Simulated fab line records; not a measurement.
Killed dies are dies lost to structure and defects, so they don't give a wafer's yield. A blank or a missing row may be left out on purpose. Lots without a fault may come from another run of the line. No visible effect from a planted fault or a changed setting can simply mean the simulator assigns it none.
Split-lot experiment + flow n5_finfet + on a route of 1938 steps: 4 lots, 21 wafers read

SPLIT DETAILS
At N5_BEOL_M4_EXPOSE_25 (exposes mask V3, defocus 5 nm), the setting dose_mj was moved away from the recipe's 63 on 6 of the 21 wafers read, by -6.2% to -4.1%. The other wafers ran this setting at the recipe's value.

FROM THE SPLIT TO THE READING: what the file shows between them, 2 steps
- N5_BEOL_M4_PEB_26: peb time 60 s
- N5_BEOL_M4_DEVELOP_27: develop time 30 s

THE READING
cd_nm, in nm, at N5_BEOL_M4_CD_MEAS_28 (target cd 26.2 nm, target cd y 24.1 nm). A value of 26.14 nm with a standard deviation of 0.23 nm is what fault-free wafers of this fab line usually give.

| wafer  | tool, chamber at the split | dose_mj as run | against the recipe | cd_nm, nm | against lot-mates on the recipe |
|--------|----------------------------|----------------|--------------------|-----------|---------------------------------|
| L077.1 | euv_scanner-01, 0          | 63             | recipe             | 26.17     | -                               |
| L077.2 | euv_scanner-01, 0          | 63             | recipe             | 26.26     | -                               |
| L077.3 | euv_scanner-01, 0          | 63             | recipe             | 26.10     | -                               |
| L077.4 | euv_scanner-01, 0          | 63             | recipe             | 26.64     | -                               |
| L077.5 | euv_scanner-01, 0          | 63             | recipe             | 26.36     | -                               |
| L077.6 | euv_scanner-01, 0          | 63             | recipe             | 26.69     | -                               |
| L083.4 | euv_scanner-01, 0          | 63             | recipe             | 25.94     | -                               |
| L083.5 | euv_scanner-01, 0          | 63             | recipe             | 26.29     | -                               |
| L083.6 | euv_scanner-01, 0          | 63             | recipe             | 26.09     | -                               |
| L084.1 | euv_scanner-02, 0          | 63             | recipe             | 26.05     | -                               |
| L084.2 | euv_scanner-02, 0          | 63             | recipe             | 26.03     | -                               |
| L084.3 | euv_scanner-02, 0          | 59.11          | -6.2%              | 24.60     | -1.33                           |
| L084.4 | euv_scanner-02, 0          | 59.11          | -6.2%              | 24.20     | -1.73                           |
| L084.5 | euv_scanner-02, 0          | 63             | recipe             | 25.72     | -                               |
| L084.6 | euv_scanner-02, 0          | 59.11          | -6.2%              | 25.05     | -0.88                           |
| L089.1 | euv_scanner-02, 0          | 60.39          | -4.1%              | 25.48     | -0.79                           |
| L089.2 | euv_scanner-02, 0          | 60.39          | -4.1%              | 25.60     | -0.67                           |
| L089.3 | euv_scanner-02, 0          | 60.39          | -4.1%              | 25.47     | -0.80                           |
| L089.4 | euv_scanner-02, 0          | 63             | recipe             | 26.03     | -                               |
| L089.5 | euv_scanner-02, 0          | 63             | recipe             | 26.39     | -                               |
| L089.6 | euv_scanner-02, 0          | 63             | recipe             | 26.38     | -                               |

FIT RESULTS
A straight line over all 21 wafers: cd_nm changes by +0.233 nm for each +1% of dose_mj; r = +0.90; the points scatter about the line by 0.29 nm.
The same after taking each lot's own level away (the mean of its wafers on the recipe; 21 wafers): +0.204 nm for each +1%; r = +0.92; scatter 0.22 nm.
That fit puts the effect of the largest move of dose_mj on the reading at 1.3 nm.
The lots' own levels span 25.933 to 26.370 nm, that is 1.9 times the standard deviation above.
So the slope is not independent of the lot-to-lot level: the two fits are not the same.
Check: for one of the wafers moved furthest among these (-6.2%), held out of the fit, the line's prediction against its lot-mates is -1.23 nm. It came out at -1.33 nm against them.

THESE WAFERS: OTHER SPLITS
Note: prior to the reading, these wafers also went through further splits. Each is held against what the fit with the lots' levels taken away leaves over:
| other split on the same wafers        | wafers away from the commonest value | r with cd_nm (lot level and that fit taken away) |
|---------------------------------------|--------------------------------------|--------------------------------------------------|
| N5_MOL_CONTACT_COAG_EXPOSE_37 dose_mj | 9                                    | +0.02                                            |
| N5_BEOL_M0_SAQP_PECVD_96 time_s       | 9                                    | +0.40                                            |
| N5_BEOL_M0_ETCH_138 source_w          | 6                                    | -0.26                                            |
| N5_BEOL_M1_COAT_05 spin_rpm           | 6                                    | +0.18                                            |
| N5_BEOL_M1_ETCH_64 source_w           | 9                                    | +0.36                                            |
| N5_BEOL_M2_DESCUM_16 time_s           | 6                                    | -0.13                                            |
| N5_BEOL_M4_COAT_73 spin_rpm           | 9                                    | +0.21                                            |

FILE'S OWN FIT
cd_nm changes by +0.204 nm for each +1% of dose_mj, r = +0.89.
